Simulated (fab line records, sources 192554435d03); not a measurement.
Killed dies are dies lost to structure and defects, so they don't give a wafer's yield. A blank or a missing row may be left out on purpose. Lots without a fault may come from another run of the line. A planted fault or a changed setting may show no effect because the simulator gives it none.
Which tool did it? | flow n5_finfet | 9 lots, 26 wafers sampled, at 6 steps of a route of 1938

WHAT THE GAUGES READ, wafer by wafer
N5_STI_FIN_REVEAL_FIN_H_MEAS_10. Usual: trench_depth_nm 52.2 nm, standard deviation 0.64.
lot  | measured    | on     | trench_depth_nm (nm) | flag
L739 | day 3 06:37 | ocd-02 | 52.8 52.3 51.5       |
L740 | day 3 07:56 | ocd-01 | 52.7 52.5            |
L748 | day 5 08:26 | ocd-01 | 51.5 52.6 51.6       |
L751 | day 6 02:46 | ocd-02 | 52.5 52.4 51.9       |
L754 | day 6 19:42 | ocd-02 | 46.8 46.7 47.3       | OFF
L755 | day 7 02:16 | ocd-02 | 52.0 51.1 52.8       |
L756 | day 7 10:17 | ocd-01 | 47.6 47.6 47.7       | OFF
L759 | day 8 02:52 | ocd-02 | 52.4 52.2 52.5       |
L760 | day 8 06:56 | ocd-01 | 52.1 52.1 52.3       |

N5_DUMMY_GATE_THK_MEAS_05. Usual: thk_nm 72.2 nm, standard deviation 1.2.
lot  | measured    | on            | thk_nm (nm)    | flag
L739 | day 3 11:27 | film_metro-01 | 71.9 73.2 72.0 |
L740 | day 3 15:06 | film_metro-02 | 72.2 71.2      |
L748 | day 5 12:43 | film_metro-01 | 72.6 72.6 73.4 |
L751 | day 6 07:02 | film_metro-02 | 71.8 71.7 72.9 |
L754 | day 7 01:47 | film_metro-02 | 72.2 72.2 72.7 |
L755 | day 7 08:22 | film_metro-02 | 71.2 70.6 71.0 |
L756 | day 7 15:42 | film_metro-01 | 72.6 74.9 74.7 |
L759 | day 8 07:38 | film_metro-02 | 72.3 72.0 73.9 |
L760 | day 8 11:11 | film_metro-02 | 72.6 71.0 71.2 |

N5_BEOL_M4_RC_MEAS_101. Usual: DIBL_N 35.9 mV/V, standard deviation 1.6; DIBL_P 35.6 mV/V, standard deviation 2.1; IOFF_N 0.149 nA/um, standard deviation 0.029; IOFF_N_85C 2.9 nA/um, standard deviation 0.47; IOFF_P 0.20 nA/um, standard deviation 0.033; IOFF_P_85C 3.5 nA/um, standard deviation 0.49; ION_N 671 uA/um, standard deviation 11; ION_P 460 uA/um, standard deviation 7.3; SS_N 71.4 mV/dec, standard deviation 0.62; SS_P 73.2 mV/dec, standard deviation 0.65; VT_N 251 mV, standard deviation 3.1; VT_P -251 mV, standard deviation 3.4.
lot  | measured     | on        | DIBL_N (mV/V)  | DIBL_P (mV/V)  | IOFF_N (nA/um)    | IOFF_N_85C (nA/um) | IOFF_P (nA/um) | IOFF_P_85C (nA/um) | ION_N (uA/um) | ION_P (uA/um) | SS_N (mV/dec)  | SS_P (mV/dec)  | VT_N (mV)   | VT_P (mV)      | flag
L739 | day 8 12:00  | prober-01 | 34.8 35.9 33.8 | 36.8 38.6 35.6 | 0.153 0.169 0.124 | 3.0 3.2 2.5        | 0.19 0.20 0.17 | 3.3 3.5 3.0        | 687 676 654   | 462 455 454   | 71.7 72.1 71.4 | 73.5 73.4 72.9 | 252 252 260 | -255 -253 -256 |
L740 | day 8 14:39  | prober-02 | 35.5 34.7      | 36.8 35.0      | 0.138 0.136       | 2.7 2.7            | 0.18 0.16      | 3.2 2.9            | 668 668       | 454 452       | 71.2 71.5      | 73.5 72.3      | 251 253     | -256 -256      |
L748 | day 10 20:29 | prober-01 | 37.3 34.3 36.1 | 35.7 32.8 35.5 | 0.166 0.124 0.151 | 3.2 2.5 3.0        | 0.25 0.20 0.24 | 4.1 3.4 4.0        | 657 670 660   | 460 469 459   | 72.1 70.5 71.3 | 73.9 72.4 73.4 | 250 252 250 | -248 -249 -249 |
L751 | day 11 14:14 | prober-02 | 34.7 35.5 37.9 | 34.8 36.1 38.3 | 0.127 0.143 0.178 | 2.6 2.9 3.5        | 0.18 0.19 0.23 | 3.3 3.4 4.0        | 663 675 670   | 454 457 457   | 71.2 71.6 72.4 | 73.1 72.4 74.4 | 253 252 251 | -252 -251 -249 |
L754 | day 12 09:48 | prober-02 | 43.4 49.5 49.8 | 42.4 40.3 39.9 | 0.386 1.015 1.063 | 6.6 14.9 15.4      | 0.46 0.41 0.37 | 6.9 6.3 5.8        | 620 614 619   | 427 420 428   | 78.7 90.3 90.9 | 78.1 78.3 77.6 | 250 253 253 | -250 -256 -253 | OFF
L755 | day 12 13:02 | prober-02 | 35.2 36.1 35.1 | 34.7 35.8 34.6 | 0.118 0.131 0.127 | 2.4 2.7 2.6        | 0.16 0.18 0.16 | 3.0 3.2 3.0        | 661 667 680   | 454 457 464   | 71.2 71.2 70.7 | 73.4 73.6 73.3 | 254 255 251 | -257 -252 -255 |
L756 | day 12 17:01 | prober-02 | 41.1 42.1 43.3 | 38.1 36.6 39.1 | 0.306 0.420 0.474 | 5.3 7.0 7.6        | 0.32 0.30 0.40 | 5.1 4.9 6.2        | 619 609 612   | 427 424 424   | 76.9 80.8 81.3 | 76.0 75.5 77.4 | 253 254 253 | -249 -251 -249 | OFF
L759 | day 13 12:37 | prober-02 | 36.8 38.7 39.1 | 35.2 38.1 38.4 | 0.157 0.199 0.213 | 3.1 3.8 4.0        | 0.21 0.26 0.27 | 3.5 4.4 4.4        | 681 683 697   | 468 467 475   | 70.7 71.9 72.5 | 73.0 73.8 74.2 | 253 245 244 | -250 -244 -248 |
L760 | day 13 15:45 | prober-02 | 34.6 34.9 35.7 | 34.7 33.6 34.8 | 0.133 0.135 0.154 | 2.7 2.7 3.0        | 0.19 0.16 0.19 | 3.4 3.0 3.4        | 665 679 681   | 458 461 459   | 71.8 71.3 71.5 | 72.8 72.4 73.6 | 251 252 250 | -251 -253 -249 |

WHICH TOOL RAN EACH LOT (tool, then ch and the chambers of the sampled wafers, then the start)
lot  | N5_FIN_CUT_PRECLEAN_35            | N5_STI_FIN_REVEAL_DENSIFY_30    | N5_STI_FIN_REVEAL_ETCHBACK_08
L739 | vapor_etch-01 ch 0,1, day 2 15:43 | rtp_anneal-01 ch 0, day 3 03:31 | rie_diel-05 ch 0,3, day 3 03:40
L740 | vapor_etch-01 ch 0, day 2 21:51   | rtp_anneal-01 ch 0, day 3 04:28 | rie_diel-05 ch 2, day 3 04:39
L748 | vapor_etch-01 ch 0, day 4 22:20   | rtp_anneal-02 ch 0, day 5 05:16 | rie_diel-02 ch 0,2, day 5 05:28
L751 | vapor_etch-02 ch 0,1, day 5 16:06 | rtp_anneal-02 ch 0, day 5 23:02 | rie_diel-02 ch 0,1,2, day 5 23:14
L754 | vapor_etch-01 ch 0,1, day 6 09:44 | rtp_anneal-02 ch 0, day 6 16:32 | rie_diel-02 ch 1,2,3, day 6 16:45
L755 | vapor_etch-01 ch 0,1, day 6 17:16 | rtp_anneal-01 ch 0, day 6 23:06 | rie_diel-05 ch 0,2,3, day 6 23:19
L756 | vapor_etch-01 ch 0, day 6 22:49   | rtp_anneal-02 ch 0, day 7 06:59 | rie_diel-02 ch 1,2,3, day 7 07:19
L759 | vapor_etch-01 ch 1, day 7 17:14   | rtp_anneal-01 ch 0, day 7 23:11 | rie_diel-06 ch 2,3, day 7 23:54
L760 | vapor_etch-02 ch 1, day 7 21:49   | rtp_anneal-02 ch 0, day 8 03:37 | rie_diel-05 ch 0,2,3, day 8 03:58
- N5_FIN_CUT_PRECLEAN_35: cleans in vHF, time 13.3 s.
- N5_STI_FIN_REVEAL_DENSIFY_30
- N5_STI_FIN_REVEAL_ETCHBACK_08: etches SiO2 in C4F6/O2, target depth 30.5 nm, time 10.167 s.

WHAT THE TOOLS THEMSELVES READ (means of the sampled wafers that have a number; where no wafer has one, the mark that the record gives instead)
N5_FIN_CUT_PRECLEAN_35. Usual: drypump_motor_current_A 5.7 A, standard deviation 0.53.
lot  | tool          | drypump_motor_current_A (A) | flag
L739 | vapor_etch-01 | 5.3                         |
L740 | vapor_etch-01 | 5.9                         |
L748 | vapor_etch-01 | 5.9                         |
L751 | vapor_etch-02 | 6.0                         |
L754 | vapor_etch-01 | 5.3                         |
L755 | vapor_etch-01 | 5.6                         |
L756 | vapor_etch-01 | 5.9                         |
L759 | vapor_etch-01 | 5.0                         |
L760 | vapor_etch-02 | 6.5                         |

N5_STI_FIN_REVEAL_DENSIFY_30. Usual: lamp_power_pct 11.54 %, standard deviation 0.049; lamp_zone_3_pct 11.532 %, standard deviation 0.02.
lot  | tool          | lamp_power_pct (%) | lamp_zone_3_pct (%) | flag
L739 | rtp_anneal-01 | 11.54              | 11.528              |
L740 | rtp_anneal-01 | 11.56              | 11.537              |
L748 | rtp_anneal-02 | 11.54              | 11.552              |
L751 | rtp_anneal-02 | 11.54              | 11.539              |
L754 | rtp_anneal-02 | 11.51              | 11.536              |
L755 | rtp_anneal-01 | 11.58              | 11.522              |
L756 | rtp_anneal-02 | 11.51              | 11.542              |
L759 | rtp_anneal-01 | 11.51              | 11.536              |
L760 | rtp_anneal-02 | 11.57              | 11.547              |

N5_STI_FIN_REVEAL_ETCHBACK_08. Usual: drypump_motor_current_A 5.7 A, standard deviation 0.48; oes_product_au 0.80 a.u., standard deviation 0.063; rf_vpp_V 662 V, standard deviation 15; showerhead_plenum_p_Torr 2.91 Torr, standard deviation 0.051; throttle_valve_pct 21.21 %, standard deviation 0.27.
lot  | tool        | drypump_motor_current_A (A) | oes_product_au (a.u.) | rf_vpp_V (V) | showerhead_plenum_p_Torr (Torr) | throttle_valve_pct (%) | flag
L739 | rie_diel-05 | 5.5                         | 0.86                  | 663          | 2.97                            | 21.06                  |
L740 | rie_diel-05 | 4.9                         | 0.77                  | 680          | 2.95                            | 20.77                  |
L748 | rie_diel-02 | 5.6                         | 0.79                  | 653          | 2.91                            | 21.49                  |
L751 | rie_diel-02 | 6.0                         | 0.77                  | 656          | 2.89                            | 21.26                  |
L754 | rie_diel-02 | 5.8                         | 0.66                  | 647          | 2.85                            | 21.32                  |
L755 | rie_diel-05 | 5.3                         | 0.79                  | 670          | 2.94                            | 21.08                  |
L756 | rie_diel-02 | 5.8                         | 0.67                  | 647          | 2.85                            | 21.33                  |
L759 | rie_diel-06 | 5.6                         | 0.82                  | 664          | 2.89                            | 21.33                  |
L760 | rie_diel-05 | 5.3                         | 0.78                  | 670          | 2.93                            | 21.10                  |

THE ANSWER, worked out from the rows above alone
Rule: a lot is off if the mean of its wafers that have a number lies more than 3 standard deviations from the usual mean. A lot without any number at a reading at which 4 lots or more have one is off too. The other lots that the step has rows for count as sound. The gauges are gone through in route order, then the tools' own readings, and for those a lot's mean is taken as printed above. The first step at which some lot is off is used, and at that step the reading that is off furthest; a lot without a number counts as furthest.
Off: L754, L756, at N5_STI_FIN_REVEAL_FIN_H_MEAS_10 (trench_depth_nm).
A tool fits if, at a process step before that reading, it ran every lot that is off, and no sound lot after the first of them. The gauges at N5_STI_FIN_REVEAL_FIN_H_MEAS_10 aren't tried: what is off there is off at N5_BEOL_M4_RC_MEAS_101 too, on other tools, and a gauge's error can't cause that. One fits: rie_diel-02 at N5_STI_FIN_REVEAL_ETCHBACK_08. Its last sound lot is L751 (day 5 23:14), its first lot that is off L754 (day 6 16:45): a fault that began between those two fits.

WHAT THE SIMULATOR HAD PUT IN
Process parameter drift: rie_diel-02, from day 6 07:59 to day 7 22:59, at N5_STI_FIN_REVEAL_ETCHBACK_08. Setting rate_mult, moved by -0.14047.
Lots struck among those shown: L754, L756. The rule above found the same.
